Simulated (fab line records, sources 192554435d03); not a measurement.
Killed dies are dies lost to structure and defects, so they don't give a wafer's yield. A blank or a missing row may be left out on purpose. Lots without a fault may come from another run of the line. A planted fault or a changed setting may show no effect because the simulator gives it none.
Chamber matching | flow n5_finfet | N5_BEOL_M11_CURE_72 on uv_cure-01: 3 sister chambers
The step cures SiCOH lowk, time 120 s. 3 wafers are shown with their chamber, then 9 later ones without.

WAFERS WITH THEIR CHAMBER
wafer  | chamber | wafer_temp_C_max
L075.6 | 2       | 373.4
L085.6 | 0       | 372.0
L084.4 | 1       | 371.0

WAFERS WITHOUT THEIR CHAMBER
wafer  | wafer_temp_C_max
L087.3 | 372.2
L087.5 | 371.6
L087.6 | 371.7
L091.1 | 371.1
L091.3 | 371.4
L091.5 | 371.5
L081.1 | 371.6
L081.4 | 371.3
L081.5 | 371.5

WHICH CHAMBER EACH WENT THROUGH
wafer  | from the rows above     | in truth
L087.3 | 0                       | 0
L087.5 | can't be placed: 0 or 1 | 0
L087.6 | can't be placed: 0 or 1 | 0
L091.1 | 1                       | 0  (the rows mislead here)
L091.3 | can't be placed: 1 or 0 | 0
L091.5 | can't be placed: 0 or 1 | 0
L081.1 | can't be placed: 0 or 1 | 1
L081.4 | can't be placed: 1 or 0 | 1
L081.5 | can't be placed: 0 or 1 | 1
Placed correctly: 1 of 9. Can't be placed from these rows: 7 (the true chamber is among the candidates in 7). Placed wrongly: 1.
How it was worked out, from the rows above alone: a wafer's distance from a chamber is the root of the sum, over the readings, of the square of ((its reading less the chamber's mean) divided by the reading's scatter). The wafer belongs to the nearest chamber; if the next one is less than 2 further off, it can't be placed. A chamber's mean is the mean of its shown wafers. The scatter: with one shown wafer a chamber, the root of the mean of the squares of how far each hidden wafer lies from its nearest shown one.
